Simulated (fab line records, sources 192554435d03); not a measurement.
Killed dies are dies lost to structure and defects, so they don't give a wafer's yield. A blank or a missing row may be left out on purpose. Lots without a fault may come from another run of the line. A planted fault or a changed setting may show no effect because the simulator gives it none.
Chamber matching | flow n5_finfet | N5_MOL_CONTACT_COAG_ALD_133 on ald_sin-02: 4 sister chambers
The step deposits SiO2, target thk 5 nm, pulse time 1 s, co reactant pulse time 1 s. 8 wafers are shown with their chamber, then 9 later ones without.

WAFERS WITH THEIR CHAMBER
wafer  | chamber | heater_power_w (W) | precursor_pulse_height_rel
L079.6 | 0       | 77                 | 0.992
L082.1 | 2       | 80                 | 1.020
L085.2 | 3       | 81                 | 1.008
L085.4 | 0       | 76                 | 1.017
L085.5 | 1       | 83                 | 0.990
L091.2 | 2       | 82                 | 1.006
L091.3 | 1       | 82                 | 0.996
L091.4 | 3       | 83                 | 1.011

WAFERS WITHOUT THEIR CHAMBER
wafer  | heater_power_w (W) | precursor_pulse_height_rel
L093.3 | 84                 | 1.013
L093.5 | 86                 | 0.986
L093.6 | 82                 | 0.982
L095.2 | 79                 | 0.984
L095.3 | 79                 | 1.018
L095.6 | 75                 | 0.972
L097.1 | 87                 | 0.998
L097.3 | 79                 | 0.995
L097.6 | 78                 | 0.976

WHICH CHAMBER EACH WENT THROUGH
wafer  | from the rows above               | in truth
L093.3 | can't be placed: 3 or 1 or 2      | 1
L093.5 | can't be placed: 1 or 3 or 2      | 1
L093.6 | can't be placed: 1 or 3 or 2      | 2
L095.2 | can't be placed: 0 or 1 or 2 or 3 | 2
L095.3 | can't be placed: 2 or 0 or 3      | 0
L095.6 | 0                                 | 0
L097.1 | can't be placed: 1 or 3 or 2      | 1
L097.3 | can't be placed: 0 or 2 or 3 or 1 | 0
L097.6 | can't be placed: 0 or 1 or 2 or 3 | 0
Placed correctly: 1 of 9. Can't be placed from these rows: 8 (the true chamber is among the candidates in 8). Placed wrongly: 0.
How it was worked out, from the rows above alone: a wafer's distance from a chamber is the root of the sum, over the readings, of the square of ((its reading less the chamber's mean) divided by the reading's scatter). The wafer belongs to the nearest chamber; if the next one is less than 2 further off, it can't be placed. A chamber's mean is the mean of its shown wafers. The scatter: the root of (the sum of the squares of (reading less its chamber's mean) over the shown wafers, divided by (wafers less chambers)).
